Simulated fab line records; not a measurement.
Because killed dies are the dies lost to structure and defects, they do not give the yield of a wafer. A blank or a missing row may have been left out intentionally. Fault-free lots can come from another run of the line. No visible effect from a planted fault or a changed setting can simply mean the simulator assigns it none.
Matching of chambers	flow n5_finfet	N5_BEOL_M0_DEP_125 on pecvd-01 has 3 sister chambers
The step deposits SiCN from 3MS/NH3, target thk 8 nm, time 14 s. 6 wafers are shown with their chamber, then 8 later ones without.

== EACH WAFER AND ITS CHAMBER ==
wafer	chamber	throttle_valve_pct (%)	showerhead_plenum_p_Torr (Torr)
L079.6	2	9.1	3.632
L087.5	0	10.3	3.635
L088.1	2	8.8	3.637
L088.3	1	9.9	3.653
L088.5	0	10.1	3.635
L089.3	1	10.1	3.651

== WAFERS MISSING THEIR CHAMBER ==
wafer	throttle_valve_pct (%)	showerhead_plenum_p_Torr (Torr)
L089.5	9.1	3.643
L089.6	10.0	3.663
L093.1	10.3	3.636
L093.3	8.6	3.638
L093.6	9.1	3.641
L095.1	8.9	3.634
L095.2	10.3	3.643
L095.5	10.1	3.655

== CHAMBER TAKEN BY EACH ==
wafer	from the rows above	in truth
L089.5	2	2
L089.6	1	1
L093.1	0	0
L093.3	2	2
L093.6	2	2
L095.1	2	2
L095.2	can't be placed: 0 or 1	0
L095.5	1	1
7 of 8 placed correctly. Not placeable from these rows: 1 (in 1, the candidates include the true chamber). Wrongly placed: 0.
How it was worked out, from the rows above alone: a wafer's distance from a chamber is the root of the sum, over the readings, of the square of ((its reading less the chamber's mean) divided by the reading's scatter). The wafer belongs to the nearest chamber; if the next one is less than 2 further off, it can't be placed. For every chamber, the mean is computed from those of its wafers that are shown. The scatter: take each reading less its chamber's mean, square it, sum over the shown wafers, divide by the number of wafers less the number of chambers, and take the root.
